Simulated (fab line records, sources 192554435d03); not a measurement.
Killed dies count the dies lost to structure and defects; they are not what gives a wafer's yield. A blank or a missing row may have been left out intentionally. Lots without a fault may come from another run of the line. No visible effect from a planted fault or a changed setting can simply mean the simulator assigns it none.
The tool behind it: which one?    flow n5_finfet    8 lots, 24 wafers sampled, at 5 steps of a route of 1938

## WHAT THE GAUGES READ, wafer by wafer
N5_FIN_SAQP_INSPECT_40: inspects for defects (brightfield).
lot   measured     on                 raw_defect_count
L206  day 2 20:31  defect_inspect-02  128 190 164
L208  day 3 08:28  defect_inspect-02  200 1279 220
L209  day 3 14:44  defect_inspect-02  1248 149 1211
L218  day 5 22:13  defect_inspect-01  185 159 189
L220  day 6 09:37  defect_inspect-02  347 271 167
L221  day 6 14:11  defect_inspect-01  242 226 299
L223  day 7 03:08  defect_inspect-01  367 175 322
L224  day 7 07:39  defect_inspect-01  188 204 151

## TOOL THAT RAN EACH LOT (tool first, then ch and the chambers of the sampled wafers, then the start)
lot   N5_FIN_SAQP_ETCH_69                N5_FIN_SAQP_ETCH_67                N5_FIN_SAQP_SPACER2_ALD_28        N5_FIN_SAQP_STRIP_77
L206  rie_diel-04 ch 2,3, day 2 18:56    rie_diel-04 ch 2,3, day 2 19:00    ald_sin-04 ch 0,1,3, day 2 19:17  rie_diel-02 ch 1,3, day 2 20:01
L208  rie_diel-02 ch 1,2,3, day 3 07:03  rie_diel-02 ch 1,2,3, day 3 07:07  ald_sin-04 ch 1,2, day 3 07:21    rie_diel-04 ch 0,3, day 3 08:01
L209  rie_diel-05 ch 0,1,3, day 3 13:20  rie_diel-05 ch 0,1,3, day 3 13:23  ald_sin-04 ch 1,3, day 3 13:38    rie_diel-02 ch 1,2, day 3 14:17
L218  rie_diel-04 ch 2,3, day 5 20:37    rie_diel-04 ch 2,3, day 5 20:41    ald_sin-03 ch 1,2, day 5 20:56    rie_diel-04 ch 0,2,3, day 5 21:46
L220  rie_diel-05 ch 1,3, day 6 06:55    rie_diel-05 ch 1,3, day 6 06:58    ald_sin-04 ch 0,2,3, day 6 08:28  rie_diel-05 ch 0,1,3, day 6 09:10
L221  rie_diel-04 ch 1,3, day 6 12:38    rie_diel-04 ch 1,3, day 6 12:41    ald_sin-04 ch 0,2,3, day 6 12:58  rie_diel-05 ch 1,3, day 6 13:45
L223  rie_diel-04 ch 1,2,3, day 7 00:18  rie_diel-04 ch 1,2,3, day 7 00:22  ald_sin-04 ch 1,2,3, day 7 02:02  rie_diel-04 ch 0,2,3, day 7 02:41
L224  rie_diel-05 ch 0,1, day 7 06:14    rie_diel-05 ch 0,1, day 7 06:18    ald_sin-04 ch 0,1, day 7 06:32    rie_diel-04 ch 0,3, day 7 07:12
- N5_FIN_SAQP_ETCH_69: etches SOC in N2/H2, stops on SiNx, target depth 150 nm.
- N5_FIN_SAQP_ETCH_67: etches SiNx in CH3F/O2, target depth 30 nm.
- N5_FIN_SAQP_SPACER2_ALD_28: deposits SiO2, target thk 8.1 nm, pulse time 1 s, purge time 2 s.
- N5_FIN_SAQP_STRIP_77: strips in N2/H2, time 90 s.

## THE ANSWER, worked out from the rows above alone
Rule: usual is defined by the lots themselves. Put in order of their means at a reading, lots are off if they are a third of the lots or fewer, leave a main group of 4 or more, and stand apart from it by a gap of 3 or more times the standard deviation of the main group's means; of several such gaps the widest counts. A main group whose means are all the same, to the digits that the tables above print for the reading, isn't used. Also off: a lot with no number at a reading for which 4 or more lots have one. All remaining lots with rows at the step are treated as sound.
Off: L208, L209, at N5_FIN_SAQP_INSPECT_40 (raw_defect_count). The main group: mean 221, standard deviation 49.
If a tool, at a process step before that reading, ran all the lots that are off and no sound lot after the first of them, it fits. Gauges at N5_FIN_SAQP_INSPECT_40: tried the same way as those tools. Of those tried, none fits.

## WHAT HAD BEEN PUT IN BY THE SIMULATOR
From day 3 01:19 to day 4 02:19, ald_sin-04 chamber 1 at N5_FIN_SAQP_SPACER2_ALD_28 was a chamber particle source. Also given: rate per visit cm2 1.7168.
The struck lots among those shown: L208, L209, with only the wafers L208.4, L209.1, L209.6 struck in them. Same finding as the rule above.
